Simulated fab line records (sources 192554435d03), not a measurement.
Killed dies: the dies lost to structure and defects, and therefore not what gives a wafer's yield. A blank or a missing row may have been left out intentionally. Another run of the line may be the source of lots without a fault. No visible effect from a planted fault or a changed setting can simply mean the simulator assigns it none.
Matching of chambers | flow n5-finfet | 3 sister chambers for N5_BEOL_M6_ILD_DEP_00 on pecvd-04
The step deposits SiCOH lowk from DEMS/porogen, target thk 179.75 nm, time 33.4 s. 6 wafers are shown with their chamber, then 7 later ones without.

WAFERS WITH THEIR CHAMBER
wafer  | chamber | heater-power-w (W) | throttle-valve-pct (%)
L135.4 | 0       | 313                | 13.9
L135.5 | 1       | 380                | 13.7
L143.1 | 2       | 440                | 13.6
L143.4 | 1       | 408                | 13.6
L143.6 | 2       | 456                | 13.4
L148.4 | 0       | 294                | 14.0

WAFERS MISSING THEIR CHAMBER
wafer  | heater-power-w (W) | throttle-valve-pct (%)
L148.5 | 465                | 13.5
L149.1 | 481                | 14.0
L149.2 | 335                | 13.8
L149.3 | 409                | 13.8
L156.2 | 407                | 13.7
L156.5 | 318                | 13.8
L156.6 | 448                | 13.5

EACH ONE'S CHAMBER
wafer  | from the rows above     | in truth
L148.5 | 2                       | 2
L149.1 | can't be placed: 2 or 1 | 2
L149.2 | can't be placed: 0 or 1 | 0
L149.3 | 1                       | 1
L156.2 | 1                       | 1
L156.5 | 0                       | 0
L156.6 | 2                       | 2
5 of 7 placed correctly. Cannot be placed on the basis of these rows: 2; the candidates contain the true chamber in 2. Wrongly placed: 0.
How it was worked out, from the rows above alone: a wafer's distance from a chamber is the root of the sum, over the readings, of the square of ((its reading less the chamber's mean) divided by the reading's scatter). The wafer belongs to the nearest chamber; if the next one is less than 2 further off, it can't be placed. For every chamber, the mean is computed from those of its wafers that are shown. How the scatter is found: for the shown wafers, subtract from each reading the mean of its chamber, square and add these, divide the total by (wafers less chambers), then take the root.
